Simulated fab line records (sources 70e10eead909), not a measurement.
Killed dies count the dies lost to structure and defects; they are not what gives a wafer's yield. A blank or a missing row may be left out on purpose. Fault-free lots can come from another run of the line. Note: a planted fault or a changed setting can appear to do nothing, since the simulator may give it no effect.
Shared-tool check / flow nandHarc / Sampled: 12 lots, 36 wafers

REASON FOR OPENING
At NHARC_P_GATE_CD_MEAS_91 the reading cdNm is flagged on 1 of 12 lots. Wafers without a fault read 1998.9 nm, standard deviation 1.9.
Rule: a lot is flagged when every wafer of it that has a number lies more than 4 standard deviations from that mean, or none has a number. The rest of the lots are taken to be sound.

lot=L105; measured=day 5 10:59; on=cdSem-01; cdNm (nm), wafer by wafer=2000.2 2001.2 2001.1; flag=
lot=L106; measured=day 5 17:32; on=cdSem-03; cdNm (nm), wafer by wafer=1997.7 1998.2 1997.5; flag=
lot=L108; measured=day 6 01:46; on=cdSem-01; cdNm (nm), wafer by wafer=1996.7 1997.3 1992.8; flag=
lot=L110; measured=day 6 08:19; on=cdSem-02; cdNm (nm), wafer by wafer=1999.0 2000.3 1999.0; flag=
lot=L109; measured=day 6 08:43; on=cdSem-01; cdNm (nm), wafer by wafer=1997.8 2000.2 1997.7; flag=
lot=L111; measured=day 6 20:04; on=cdSem-03; cdNm (nm), wafer by wafer=1997.6 1996.5 1994.8; flag=
lot=L115; measured=day 7 18:35; on=cdSem-01; cdNm (nm), wafer by wafer=1999.7 1996.3 2000.0; flag=
lot=L119; measured=day 8 13:41; on=cdSem-03; cdNm (nm), wafer by wafer=1999.9 2000.8 2000.4; flag=
lot=L117; measured=day 8 14:01; on=cdSem-02; cdNm (nm), wafer by wafer=2119.3 2114.8 2117.4; flag=FLAGGED
lot=L128; measured=day 10 22:07; on=cdSem-03; cdNm (nm), wafer by wafer=1998.3 1995.4 1998.7; flag=
lot=L126; measured=day 10 22:40; on=cdSem-03; cdNm (nm), wafer by wafer=1997.9 1999.5 1995.6; flag=
lot=L127; measured=day 11 06:33; on=cdSem-01; cdNm (nm), wafer by wafer=1999.8 2002.0 2001.4; flag=
The mean of the flagged lots' numbers is 2117.2 nm, +118.3 nm from the usual (+62 standard deviations).

WHICH TOOL RAN EACH LOT
3 process steps preceding the reading are held in the record, out of 1159 steps in the route. Every cell lists first the tool, next ch and the chambers used by the sampled wafers, and last the start.
lot=L105; flag=; NHARC_P_GATE_ALD_36=aldSin-01 ch 0,1,3, day 4 22:51; NHARC_P_GATE_ETCHBACK_37=rieDiel-08 ch 2,3, day 5 10:50 or earlier; NHARC_P_GATE_EXPOSE_88=krfScanner-03 ch 0, day 5 10:50
lot=L106; flag=; NHARC_P_GATE_ALD_36=aldSin-03 ch 1,2,3, day 5 04:11; NHARC_P_GATE_ETCHBACK_37=rieDiel-06 ch 2,3, day 5 17:23 or earlier; NHARC_P_GATE_EXPOSE_88=krfScanner-04 ch 0, day 5 17:23
lot=L108; flag=; NHARC_P_GATE_ALD_36=aldSin-02 ch 2,3, day 5 11:53; NHARC_P_GATE_ETCHBACK_37=rieDiel-06 ch 1,2,3, day 6 01:37 or earlier; NHARC_P_GATE_EXPOSE_88=krfScanner-04 ch 0, day 6 01:37
lot=L110; flag=; NHARC_P_GATE_ALD_36=aldSin-01 ch 1,2, day 5 18:30; NHARC_P_GATE_ETCHBACK_37=rieDiel-08 ch 1,2,3, day 6 08:09 or earlier; NHARC_P_GATE_EXPOSE_88=krfScanner-03 ch 0, day 6 08:09
lot=L109; flag=; NHARC_P_GATE_ALD_36=aldSin-02 ch 0,1,3, day 5 19:58; NHARC_P_GATE_ETCHBACK_37=rieDiel-08 ch 0,1,3, day 6 08:33 or earlier; NHARC_P_GATE_EXPOSE_88=krfScanner-03 ch 0, day 6 08:33
lot=L111; flag=; NHARC_P_GATE_ALD_36=aldSin-03 ch 0,1,2, day 6 09:20; NHARC_P_GATE_ETCHBACK_37=rieDiel-08 ch 0,3, day 6 19:55 or earlier; NHARC_P_GATE_EXPOSE_88=krfScanner-04 ch 0, day 6 19:55
lot=L115; flag=; NHARC_P_GATE_ALD_36=aldSin-02 ch 0,1,2, day 7 04:23; NHARC_P_GATE_ETCHBACK_37=rieDiel-04 ch 0,2,3, day 7 18:25 or earlier; NHARC_P_GATE_EXPOSE_88=krfScanner-03 ch 0, day 7 18:25
lot=L119; flag=; NHARC_P_GATE_ALD_36=aldSin-03 ch 1,2, day 7 23:38; NHARC_P_GATE_ETCHBACK_37=rieDiel-08 ch 0,3, day 8 13:31 or earlier; NHARC_P_GATE_EXPOSE_88=krfScanner-04 ch 0, day 8 13:31
lot=L117; flag=FLAGGED; NHARC_P_GATE_ALD_36=aldSin-02 ch 0,1, day 7 23:45; NHARC_P_GATE_ETCHBACK_37=rieDiel-06 ch 0,2,3, day 8 13:52 or earlier; NHARC_P_GATE_EXPOSE_88=krfScanner-03 ch 0, day 8 13:52
lot=L128; flag=; NHARC_P_GATE_ALD_36=aldSin-03 ch 0,2,3, day 10 09:13; NHARC_P_GATE_ETCHBACK_37=rieDiel-08 ch 1,2, day 10 21:58 or earlier; NHARC_P_GATE_EXPOSE_88=krfScanner-03 ch 0, day 10 21:58
lot=L126; flag=; NHARC_P_GATE_ALD_36=aldSin-01 ch 0,1, day 10 08:26; NHARC_P_GATE_ETCHBACK_37=rieDiel-06 ch 2,3, day 10 22:30 or earlier; NHARC_P_GATE_EXPOSE_88=krfScanner-04 ch 0, day 10 22:30
lot=L127; flag=; NHARC_P_GATE_ALD_36=aldSin-03 ch 0,2, day 10 15:57; NHARC_P_GATE_ETCHBACK_37=rieDiel-08 ch 0,1, day 11 06:24 or earlier; NHARC_P_GATE_EXPOSE_88=krfScanner-03 ch 0, day 11 06:24
What these steps do:
- NHARC_P_GATE_ALD_36: deposits SiNx, target thk 20 nm, pulse time 60 s, ald cycles 223.
- NHARC_P_GATE_ETCHBACK_37: etches the open film in CHF3/O2, target depth 34.5 nm, time 17.2 s.
- NHARC_P_GATE_EXPOSE_88: exposes mask P HVN, target cd 2000 nm.
- NHARC_P_GATE_CD_MEAS_91: target cd 2000 nm.

FLAGGED OVER TOTAL, TOOL BY TOOL (the gauges that took the reading come last)
step=NHARC_P_GATE_ALD_36; tool=aldSin-01; lots run=3; flagged=0; share of the flagged lots=none; sound lots run after its first flagged lot=-
step=NHARC_P_GATE_ALD_36; tool=aldSin-02; lots run=4; flagged=1; share of the flagged lots=all; sound lots run after its first flagged lot=0
step=NHARC_P_GATE_ALD_36; tool=aldSin-03; lots run=5; flagged=0; share of the flagged lots=none; sound lots run after its first flagged lot=-
step=NHARC_P_GATE_ETCHBACK_37; tool=rieDiel-04; lots run=1; flagged=0; share of the flagged lots=none; sound lots run after its first flagged lot=-
step=NHARC_P_GATE_ETCHBACK_37; tool=rieDiel-06; lots run=4; flagged=1; share of the flagged lots=all; sound lots run after its first flagged lot=1 (L126)
step=NHARC_P_GATE_ETCHBACK_37; tool=rieDiel-08; lots run=7; flagged=0; share of the flagged lots=none; sound lots run after its first flagged lot=-
step=NHARC_P_GATE_EXPOSE_88; tool=krfScanner-03; lots run=7; flagged=1; share of the flagged lots=all; sound lots run after its first flagged lot=2 (L128,L127)
step=NHARC_P_GATE_EXPOSE_88; tool=krfScanner-04; lots run=5; flagged=0; share of the flagged lots=none; sound lots run after its first flagged lot=-
step=NHARC_P_GATE_CD_MEAS_91; tool=cdSem-01; lots run=5; flagged=0; share of the flagged lots=none; sound lots run after its first flagged lot=-
step=NHARC_P_GATE_CD_MEAS_91; tool=cdSem-02; lots run=2; flagged=1; share of the flagged lots=all; sound lots run after its first flagged lot=0
step=NHARC_P_GATE_CD_MEAS_91; tool=cdSem-03; lots run=5; flagged=0; share of the flagged lots=none; sound lots run after its first flagged lot=-
NHARC_P_GATE_ETCHBACK_37 gives no start for some lots, so the hours and the order of its lots are those of NHARC_P_GATE_EXPOSE_88.

WHAT THE TABLE ALLOWS
4 rows of the table ran every flagged lot: aldSin-02 at NHARC_P_GATE_ALD_36, rieDiel-06 at NHARC_P_GATE_ETCHBACK_37, krfScanner-03 at NHARC_P_GATE_EXPOSE_88, cdSem-02 at NHARC_P_GATE_CD_MEAS_91.
- aldSin-02 at NHARC_P_GATE_ALD_36: 1 of its 4 lots flagged. A fault beginning between L115 (day 7 04:23), its last sound lot, and L117 (day 7 23:45), its first flagged one, fits the data.
- rieDiel-06 at NHARC_P_GATE_ETCHBACK_37: 1 of its 4 lots flagged. Sound lots followed the first flagged one (L126) on it, something a lasting fault affecting the whole tool could not allow.
- krfScanner-03 at NHARC_P_GATE_EXPOSE_88: 1 of its 7 lots flagged. Sound lots followed the first flagged one (L128, L127) on it, something a lasting fault affecting the whole tool could not allow.
- cdSem-02 at NHARC_P_GATE_CD_MEAS_91: 1 of its 2 lots flagged. A fault beginning between L110 (day 6 08:19), its last sound lot, and L117 (day 8 14:01), its first flagged one, fits the data.
Because each of these 2 tools fits a fault that began at some hour, counting lots does not separate them. More lots, or a look at what each step does to the wafer, might.

WHAT HAD BEEN PUT IN BY THE SIMULATOR
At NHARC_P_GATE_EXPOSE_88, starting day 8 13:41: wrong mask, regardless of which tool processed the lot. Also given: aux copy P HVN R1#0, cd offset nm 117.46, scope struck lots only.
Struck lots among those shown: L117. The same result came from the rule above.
